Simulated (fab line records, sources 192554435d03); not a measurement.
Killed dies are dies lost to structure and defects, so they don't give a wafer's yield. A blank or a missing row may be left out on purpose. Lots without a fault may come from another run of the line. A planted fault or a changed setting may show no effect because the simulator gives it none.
A struck lot beside a sound one | flow n5_finfet | 19 steps out of a route of 1938
Sound: wafers L348.1, L348.2, L348.5. Struck: wafer L365.3. (L365.1, L365.4 of the same lot were not struck and are left out.) The cause comes at the end.
At each step with rows: each side's tool, then ch and its chambers, then its first start. Under that, the readings that differ: sound wafers | struck wafers | difference of the means | sigmas: that difference in standard deviations of wafers without a fault.
alike: readings whose means differ by less than 2 such deviations, and words and numbers that are the same on both sides. not compared: withheld readings, readings that some wafer has no value for, bounds like >300 that may hide the same value, and numbers for which the record gives no deviation and whose values overlap.
The two part at a step that has a row with sigmas, a row that says differs or no value, or rows on one side only. Numbers that don't overlap but have no deviation are shown without sigmas and don't part them. A reading that every wafer of one side lacks parts them only if that side has two wafers or more.

first, 9 steps without rows for these wafers: N5_BEOL_M2_COAT_67 (time 60 s, resist thk 60 nm); N5_BEOL_M2_COAT_68 (time 60 s, resist thk 12 nm); N5_BEOL_M2_COAT_76 (time 60 s, resist thk 5 nm); N5_BEOL_M2_COAT_22 (resist thk 30 nm); N5_BEOL_M2_EBR_24; N5_BEOL_M2_SOFTBAKE_23 (time 60 s); N5_BEOL_M2_EXPOSE_25 (exposes mask V1, defocus 5 nm); N5_BEOL_M2_PEB_26 (peb time 60 s); N5_BEOL_M2_DEVELOP_27 (develop time 30 s).
N5_BEOL_M2_CD_MEAS_28: target cd 26.2 nm, target cd y 24.1 nm.
  sound on cd_sem-02 ch 0, day 7 00:31; struck on cd_sem-02 ch 0, day 11 08:01
  alike: cd_nm
N5_BEOL_M2_OVL_MEAS_29:
  sound on overlay-01 ch 0, day 7 00:32; struck on overlay-02 ch 0, day 11 08:03
  alike: V1_OVL
N5_BEOL_M2_INSPECT_30: inspects for defects (brightfield).
  sound on defect_inspect-02, day 7 00:36; struck on defect_inspect-01, day 11 08:06
  alike: raw_defect_count
N5_BEOL_M2_DESCUM_33: chemistry O2, time 7 s.
  sound on rie_diel-06 ch 1,3, day 7 00:38; struck on rie_diel-06 ch 0, day 11 08:08
  reading                                      | sound             | struck | difference | sigmas
  rf_vpp_V (V)                                 | 242.9 242.2 242.2 | 239.6  | -2.8       | -2
  model.CAR-EUV_of_BEOL_M2_COAT_22.thk_nm (nm) | 26.2 26 26        | 26.6   | +0.5       |
  alike: drypump_motor_current_A, oes_product_au, showerhead_plenum_p_Torr, throttle_valve_pct
  not compared: rf_hours_counter_h
N5_BEOL_M2_ETCH_77: etches underlayer in N2/H2, target depth 6.5 nm, time 5.2 s.
  sound on rie_diel-06 ch 1,3, day 7 00:40; struck on rie_diel-06 ch 0, day 11 08:10
  alike: drypump_motor_current_A, etch_rf_on_time_s, h2_flow_sccm, oes_product_au, rf_vpp_V, showerhead_plenum_p_Torr, throttle_valve_pct
  not compared: rf_hours_counter_h
N5_BEOL_M2_ETCH_69: etches SiARC in CF4, target depth 15.6 nm, time 26 s.
  sound on rie_diel-06 ch 1,3, day 7 00:41; struck on rie_diel-06 ch 0, day 11 08:11
  reading      | sound             | struck | difference | sigmas
  rf_vpp_V (V) | 181.7 185.1 183.6 | 180.8  | -2.7       | -2
  alike: drypump_motor_current_A, etch_rf_on_time_s, oes_product_au, showerhead_plenum_p_Torr, throttle_valve_pct
  not compared: rf_hours_counter_h
N5_BEOL_M2_ALD_98: deposits SiO2, target thk 2.5 nm, pulse time 1 s, co reactant pulse time 1 s.
  sound on ald_sin-01 ch 1,3, day 7 00:46; struck on ald_sin-01 ch 2, day 11 08:17
  alike: heater_power_w, precursor_pulse_height_rel
N5_BEOL_M2_ETCHBACK_99: etches SiO2 in CHF3, target depth 5 nm, time 10.4 s.
  sound on rie_diel-06 ch 1,2,3, day 7 00:56; struck on rie_diel-06 ch 0, day 12 02:47
  reading                                      | sound          | struck | difference | sigmas
  rf_vpp_V (V)                                 | 246 249 242    | 234    | -12        | -2
  model.CAR-EUV_of_BEOL_M2_COAT_22.thk_nm (nm) | 10.6 10.4 10.4 | 10.8   | +0.3       |
  alike: drypump_motor_current_A, oes_product_au, showerhead_plenum_p_Torr, throttle_valve_pct
  not compared: rf_hours_counter_h
N5_BEOL_M2_ETCH_70: etches SOC in N2/H2, target depth 80 nm, overetch 24 nm, time 130 s.
  sound on rie_diel-06 ch 1,2,3, day 7 00:58; struck on rie_diel-06 ch 0, day 12 02:49
  alike: drypump_motor_current_A, h2_flow_sccm, oes_product_au, rf_vpp_V, showerhead_plenum_p_Torr, throttle_valve_pct
  not compared: rf_hours_counter_h
N5_BEOL_M4_RC_MEAS_101:
  sound on prober-02 ch 0, day 8 07:22; struck on prober-02 ch 0, day 13 20:13
  alike: DIBL_N, DIBL_P, IOFF_N, IOFF_P, ION_N, ION_P, SS_N, SS_P, VT_N, VT_P

WHERE THEY PART
First at N5_BEOL_M2_DESCUM_33; last, within this record, at N5_BEOL_M2_ETCHBACK_99. Later steps at which nothing parts them and some readings are alike: N5_BEOL_M2_ETCH_70, N5_BEOL_M4_RC_MEAS_101.

WHY: what the simulator had put in
Process parameter drift: rie_diel-06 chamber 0, from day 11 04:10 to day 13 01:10, at N5_BEOL_M2_DESCUM_33. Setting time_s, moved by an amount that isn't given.
